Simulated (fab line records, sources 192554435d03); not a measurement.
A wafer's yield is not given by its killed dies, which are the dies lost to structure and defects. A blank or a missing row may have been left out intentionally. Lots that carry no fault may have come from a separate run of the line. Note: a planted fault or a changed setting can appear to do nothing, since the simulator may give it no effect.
The tool behind it: which one?	flow n5-finfet	30 wafers from 10 lots sampled at 6 of the route's 1938 steps

WHAT EACH GAUGE READ, for each wafer
N5_BEOL_M14_CD_MEAS_10 targets a cd of 250 nm. Usual: cd-nm 249.5 nm, standard deviation 1.4.
lot	measured	on	cd-nm (nm)	flag
L403	day 11 13:22	cd-sem-03	250.4 247.5 251.0	
L401	day 11 14:07	cd-sem-03	249.1 250.2 249.8	
L402	day 11 15:14	cd-sem-03	250.5 249.7 249.6	
L405	day 12 05:53	cd-sem-03	249.8 249.8 249.9	
L409	day 13 17:43	cd-sem-01	247.7 247.8 248.4	
L415	day 14 22:19	cd-sem-02	247.1 248.6 249.9	
L413	day 14 23:32	cd-sem-02	242.7 245.6 245.9	OFF
L422	day 17 06:38	cd-sem-01	250.8 250.8 252.4	
L424	day 17 12:27	cd-sem-03	251.0 249.1 249.3	
L423	day 17 21:23	cd-sem-01	246.8 246.9 250.1	

N5_BEOL_M14_CD_MEAS_17 targets a cd of 250 nm. Usual: cd-nm 250.2 nm, standard deviation 1.6.
lot	measured	on	cd-nm (nm)	flag
L403	day 11 13:54	cd-sem-02	251.8 250.1 252.4	
L401	day 11 14:39	cd-sem-01	250.5 249.4 249.4	
L402	day 11 16:07	cd-sem-01	251.7 248.4 249.6	
L405	day 12 06:24	cd-sem-03	248.1 251.3 250.9	
L409	day 13 18:14	cd-sem-03	248.8 249.5 249.9	
L415	day 14 22:58	cd-sem-02	246.3 248.9 251.6	
L413	day 15 00:03	cd-sem-02	243.4 246.8 246.9	
L422	day 17 07:09	cd-sem-03	250.9 251.6 253.2	
L424	day 17 12:58	cd-sem-03	251.8 248.8 249.5	
L423	day 17 22:00	cd-sem-03	248.8 248.3 251.4	

EACH LOT AND THE TOOL THAT RAN IT (in order: tool; ch and the chambers of the sampled wafers; start)
lot	N5_BEOL_M13_DEGAS_41	N5_BEOL_M13_ANNEAL_48	N5_BEOL_M14_EXPOSE_07	N5_BEOL_M14_STRIP_64
L403	pvd-sputter-01, day 11 10:46	rtp-anneal-02 ch 0, day 11 11:43	krf-scanner-01 ch 0, day 11 13:12	rie-diel-02 ch 0,1, day 11 13:54 or earlier
L401	pvd-sputter-02, day 11 10:53	rtp-anneal-02 ch 0, day 11 12:29	krf-scanner-02 ch 0, day 11 13:57	rie-diel-02 ch 1,2,3, day 11 14:39 or earlier
L402	pvd-sputter-02, day 11 11:22	rtp-anneal-02 ch 0, day 11 13:29	krf-scanner-02 ch 0, day 11 15:04	rie-diel-04 ch 0,1, day 11 16:07 or earlier
L405	pvd-sputter-02, day 12 03:49	rtp-anneal-02 ch 0, day 12 04:25	krf-scanner-02 ch 0, day 12 05:43	rie-diel-04 ch 0,2,3, day 12 06:24 or earlier
L409	pvd-sputter-01, day 13 15:34	rtp-anneal-02 ch 0, day 13 16:26	krf-scanner-02 ch 0, day 13 17:32	rie-diel-02 ch 0,1,3, day 13 18:14 or earlier
L415	pvd-sputter-03, day 14 20:23	rtp-anneal-01 ch 0, day 14 20:55	krf-scanner-01 ch 0, day 14 22:09	rie-diel-05 ch 0,1,3, day 14 22:58 or earlier
L413	pvd-sputter-02, day 14 21:36	rtp-anneal-02 ch 0, day 14 22:07	krf-scanner-02 ch 0, day 14 23:21	rie-diel-05 ch 0,2,3, day 15 00:03 or earlier
L422	pvd-sputter-01, day 17 04:41	rtp-anneal-02 ch 0, day 17 05:13	krf-scanner-02 ch 0, day 17 06:27	rie-diel-05 ch 0,3, day 17 07:09 or earlier
L424	pvd-sputter-03, day 17 10:38	rtp-anneal-01 ch 0, day 17 11:09	krf-scanner-01 ch 0, day 17 12:16	rie-diel-02 ch 2,3, day 17 12:58 or earlier
L423	pvd-sputter-01, day 17 19:32	rtp-anneal-02 ch 0, day 17 20:04	krf-scanner-02 ch 0, day 17 21:13	rie-diel-02 ch 0,1,3, day 17 22:00 or earlier
- N5_BEOL_M13_DEGAS_41: time 60 s.
- N5_BEOL_M13_ANNEAL_48: time 90 s.
- N5_BEOL_M14_EXPOSE_07: exposes mask V13.
- N5_BEOL_M14_STRIP_64: strips in O2.

AS READ BY THE TOOLS THEMSELVES (means over the sampled wafers that have a number; for cases with no such wafer, the mark the record gives instead)
N5_BEOL_M13_DEGAS_41. Usual: heater-power-w 327 W, standard deviation 33.
lot	tool	heater-power-w (W)	flag
L403	pvd-sputter-01	346	
L401	pvd-sputter-02	324	
L402	pvd-sputter-02	342	
L405	pvd-sputter-02	345	
L409	pvd-sputter-01	301	
L415	pvd-sputter-03	343	
L413	pvd-sputter-02	353	
L422	pvd-sputter-01	285	
L424	pvd-sputter-03	317	
L423	pvd-sputter-01	301	

N5_BEOL_M13_ANNEAL_48. Usual: wafer_temp_C_max 226.6, standard deviation 0.65.
lot	tool	wafer_temp_C_max	flag
L403	rtp-anneal-02	227.1	
L401	rtp-anneal-02	227.1	
L402	rtp-anneal-02	226.9	
L405	rtp-anneal-02	227.0	
L409	rtp-anneal-02	227.6	
L415	rtp-anneal-01	225.6	
L413	rtp-anneal-02	227.1	
L422	rtp-anneal-02	226.9	
L424	rtp-anneal-01	225.7	
L423	rtp-anneal-02	226.6	

N5_BEOL_M14_STRIP_64. Usual: drypump-motor-current-A 5.8 A, standard deviation 0.43; oes-product-au 0.82 a.u., standard deviation 0.065; rf-vpp-V 3.6 V, standard deviation 0.5; showerhead-plenum-p-Torr 2.11 Torr, standard deviation 0.073; temp-c 60.02 C, standard deviation 0.11; throttle-valve-pct 16.55 %, standard deviation 0.15.
lot	tool	drypump-motor-current-A (A)	oes-product-au (a.u.)	rf-vpp-V (V)	showerhead-plenum-p-Torr (Torr)	temp-c (C)	throttle-valve-pct (%)	flag
L403	rie-diel-02	5.6	0.74	3.6	2.03	60.01	16.66	
L401	rie-diel-02	5.7	0.82	3.4	2.15	60.00	16.45	
L402	rie-diel-04	5.3	0.85	3.9	2.10	60.02	16.37	
L405	rie-diel-04	5.8	0.85	3.7	2.08	59.98	16.42	
L409	rie-diel-02	5.6	0.77	3.4	2.07	60.00	16.55	
L415	rie-diel-05	5.5	0.81	3.7	2.08	60.08	16.62	
L413	rie-diel-05	5.9	0.86	4.1	2.12	60.06	16.59	
L422	rie-diel-05	5.5	0.80	3.5	2.08	59.97	16.59	
L424	rie-diel-02	6.0	0.76	3.7	2.16	60.02	16.51	
L423	rie-diel-02	5.6	0.84	3.2	2.15	59.92	16.44	

THE ANSWER, worked out from the rows above alone
Rule: take the mean of a lot's wafers that have a number; if it is more than 3 standard deviations from the usual mean, the lot is off. A lot without any number at a reading at which 4 lots or more have one is off too. Any other lot the step has rows for is counted as sound. Order of review: gauges by route order, followed by the tools' own readings, for which a lot's mean as printed above is used. The first step at which some lot is off is used, and at that step the reading that is off furthest; a lot without a number counts as furthest.
Off: L413, at N5_BEOL_M14_CD_MEAS_10 (cd-nm).
A tool fits if, at a process step before that reading, it ran every lot that is off, and no sound lot after the first of them. The gauges at N5_BEOL_M14_CD_MEAS_10 are tried like those tools. This does not decide it: 2 tools fit, namely pvd-sputter-02 at N5_BEOL_M13_DEGAS_41 and cd-sem-02 at N5_BEOL_M14_CD_MEAS_10.

WHAT WAS PUT IN BY THE SIMULATOR
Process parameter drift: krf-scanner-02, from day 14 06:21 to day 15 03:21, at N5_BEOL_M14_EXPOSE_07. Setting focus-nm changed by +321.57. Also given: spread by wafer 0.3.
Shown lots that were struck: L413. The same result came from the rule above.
